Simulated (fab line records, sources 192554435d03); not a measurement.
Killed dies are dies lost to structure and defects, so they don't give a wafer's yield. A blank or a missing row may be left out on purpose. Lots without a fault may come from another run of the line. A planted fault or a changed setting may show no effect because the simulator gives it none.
A struck lot beside a sound one | flow n5_finfet | 37 steps out of a route of 1938
Sound: wafers L196.1, L196.2, L196.4. Struck: wafers L189.2, L189.3, L189.4. The cause comes at the end.
At each step with rows: each side's tool, then ch and its chambers, then its first start. Under that, the readings that differ: sound wafers | struck wafers | difference of the means | sigmas: that difference in standard deviations of wafers without a fault.
alike: readings whose means differ by less than 2 such deviations, and words and numbers that are the same on both sides. not compared: withheld readings, readings that some wafer has no value for, bounds like >300 that may hide the same value, and numbers for which the record gives no deviation and whose values overlap.
The two part at a step that has a row with sigmas, a row that says differs or no value, or rows on one side only. Numbers that don't overlap but have no deviation are shown without sigmas and don't part them. A reading that every wafer of one side lacks parts them only if that side has two wafers or more.

first, 9 steps without rows for these wafers: N5_BEOL_M4_ANNEAL_95 (time 240 s); N5_BEOL_M4_SPUTTER_96 (material Cu, target thk 4.5 nm, time 8.29 s); N5_BEOL_M4_ECD_50 (material Cu, target thk 300 nm); N5_BEOL_M4_ANNEAL_51 (time 90 s); N5_BEOL_M4_CMP_52 (polishes, stops on SiOC, t overpolish 6.8 s, target thk 40 nm); N5_BEOL_M4_PRE_CLEAN_60 (time 15 s); N5_BEOL_M4_CO_CAP_55 (material Co, precursor CCTBA/H2, target thk 2 nm, time 102.1 s); N5_BEOL_M4_PRE_CLEAN_56 (time 15 s); N5_BEOL_M4_DEP_57 (deposits SiCN from 3MS/NH3, target thk 8 nm, time 14 s).
N5_BEOL_M4_RC_MEAS_101:
  sound on prober-01 ch 0, day 13 20:00; struck on prober-02 ch 0, day 11 15:04
  alike: DIBL_N, DIBL_P, IOFF_N, IOFF_P, ION_N, ION_P, SS_N, SS_P, VT_N, VT_P
then, 24 steps without rows for these wafers: N5_BEOL_M5_ILD_DEP_00 (deposits SiCOH lowk from DEMS/porogen, target thk 140.64 nm, time 25.9 s); N5_BEOL_M5_CURE_79 (cures SiCOH lowk, time 240 s); N5_BEOL_M5_PECVD_70 (deposits SiO2 from TEOS/O2, target thk 16 nm, time 18 s); N5_BEOL_M5_HM_DEP_02 (deposits TiN, target thk 20 nm); N5_BEOL_M5_COAT_59 (time 60 s, resist thk 60 nm); N5_BEOL_M5_COAT_60 (time 60 s, resist thk 12 nm); N5_BEOL_M5_COAT_71 (time 60 s, resist thk 5 nm); N5_BEOL_M5_COAT_05 (resist thk 30 nm); N5_BEOL_M5_EBR_07; N5_BEOL_M5_SOFTBAKE_06 (time 60 s); N5_BEOL_M5_EXPOSE_08 (exposes mask M5, target cd 28 nm); N5_BEOL_M5_PEB_09 (peb time 60 s); N5_BEOL_M5_DEVELOP_10 (develop time 30 s); N5_BEOL_M5_DESCUM_16 (chemistry O2, time 7 s); N5_BEOL_M5_ETCH_72 (etches underlayer in N2/H2, target depth 6.5 nm, time 5.2 s); N5_BEOL_M5_ETCH_61 (etches SiARC in CF4, target depth 15.6 nm, time 26 s); N5_BEOL_M5_ETCH_62 (etches SOC in N2/H2, target depth 75 nm, overetch 15 nm, time 112.5 s); N5_BEOL_M5_STRIP_63 (strips in N2/H2); N5_BEOL_M5_STRIP_73 (strips in N2/H2); N5_BEOL_M5_STRIP_64 (strips in CF4); N5_BEOL_M5_HM_OPEN_17 (chemistry Cl2/BCl3, target TiN, target depth 20 nm, overetch 6 nm); N5_BEOL_M5_STRIP_19 (strips in O2); N5_BEOL_M5_COAT_65 (time 60 s, resist thk 60 nm); N5_BEOL_M5_COAT_66 (time 60 s, resist thk 12 nm).
-- the record jumps here: 3 days lie between the struck wafers' starts before and after (it left off in module BEOL_M5 and takes up again in module BEOL_M14, whose first step shown is number 1763 of the route) --
N5_BEOL_M14_SPUTTER_44: material Ta, target thk 15 nm, time 24.19 s.
  sound on pvd_sputter-01, day 16 21:22; struck on pvd_sputter-01, day 15 02:02
  no value came back on the struck wafers for bias_v (V), cathode_dc_power_W (W), throttle_valve_pct (%); on the sound wafers bias_v (V) reads 81.8 81.0 81.5
N5_BEOL_M14_CMP_49: polishes, stops on SiO2, t overpolish 5.2 s, target thk 560 nm.
  sound on cmp-01 ch 1,2,3, day 16 22:10; struck on cmp-03 ch 0,1,2, day 15 02:43
  reading                      | sound             | struck         | difference | sigmas
  barrier_field_endpoint_s (s) | 11.17 11.42 11.37 | 5.57 5.64 5.80 | -5.65      | -20
  alike: motor_current_A, slurry_filter_dp_kPa
N5_PASSIVATION_PROBE_49:
  sound on prober-02, day 17 18:07; struck on prober-02, day 15 23:02
  reading                  | sound          | struck         | difference | sigmas
  defect_limited_yield (%) | 91.9 91.8 90.4 | 80.7 78.5 81.5 | -11.1      | -9
  killed_at_M4_up          | 16 12 6        | 145 125 109    | +115       | +25
  killed_dies              | 95 97 113      | 228 254 218    | +132       | +8
  killed_on_rim            | 11 11 16       | 65 63 68       | +53        | +13
  sort_bin_5_function (%)  | 4.8 4.9 4.7    | 15.5 15.8 13.2 | +10.0      | +12
  sort_n_pass              | 1085 1083 1067 | 952 926 962    | -132       | -8
  sort_yield_pct (%)       | 91.9 91.8 90.4 | 80.7 78.5 81.5 | -11.1      | -9
  alike: killed_at_M0_to_M3, killed_at_contacts, killed_at_front_end, killed_at_other, killed_open, killed_short, sort_bin_6_memory

WHERE THEY PART
First at N5_BEOL_M14_SPUTTER_44; last, within this record, at N5_PASSIVATION_PROBE_49.

WHY: what the simulator had put in
Skipped step whole: pvd_sputter-01, from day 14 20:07 on, at N5_BEOL_M14_SPUTTER_44. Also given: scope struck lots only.
